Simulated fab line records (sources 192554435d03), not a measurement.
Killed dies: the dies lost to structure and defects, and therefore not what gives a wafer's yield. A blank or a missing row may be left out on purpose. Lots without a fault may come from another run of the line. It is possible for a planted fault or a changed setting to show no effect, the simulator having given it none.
Matching of chambers ; flow n5_finfet ; N5_BEOL_M2_CO_CAP_55 on cvd_co-01: 3 sister chambers
The step material Co, precursor CCTBA/H2, target thk 2 nm, time 102.1 s. 6 wafers are shown with their chamber, then 10 later ones without.

== WAFERS PAIRED WITH THEIR CHAMBERS ==
wafer;chamber;heater_power_w (W)
L077.1;1;271
L083.1;0;225
L083.3;2;224
L083.5;0;221
L084.1;1;270
L084.3;2;222

== WAFERS WITHOUT THEIR CHAMBER ==
wafer;heater_power_w (W)
L084.6;266
L086.2;225
L086.5;227
L086.6;271
L087.3;268
L087.5;274
L087.6;223
L091.1;224
L091.5;278
L091.6;226

== WHICH CHAMBER EACH WENT THROUGH ==
wafer;from the rows above;in truth
L084.6;1;1
L086.2;can't be placed: 0 or 2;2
L086.5;can't be placed: 0 or 2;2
L086.6;1;1
L087.3;1;1
L087.5;1;1
L087.6;can't be placed: 0 or 2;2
L091.1;can't be placed: 0 or 2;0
L091.5;1;1
L091.6;can't be placed: 0 or 2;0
5 of 10 placed correctly. Unplaceable from these rows: 5, with the true chamber sitting among the candidates in 5. 0 placed wrongly.
How it was worked out, from the rows above alone: a wafer's distance from a chamber is the root of the sum, over the readings, of the square of ((its reading less the chamber's mean) divided by the reading's scatter). The wafer belongs to the nearest chamber; if the next one is less than 2 further off, it can't be placed. For every chamber, the mean is computed from those of its wafers that are shown. The scatter is the square root of a quotient: the sum, over the shown wafers, of each reading's squared deviation from its chamber's mean, divided by wafers minus chambers.
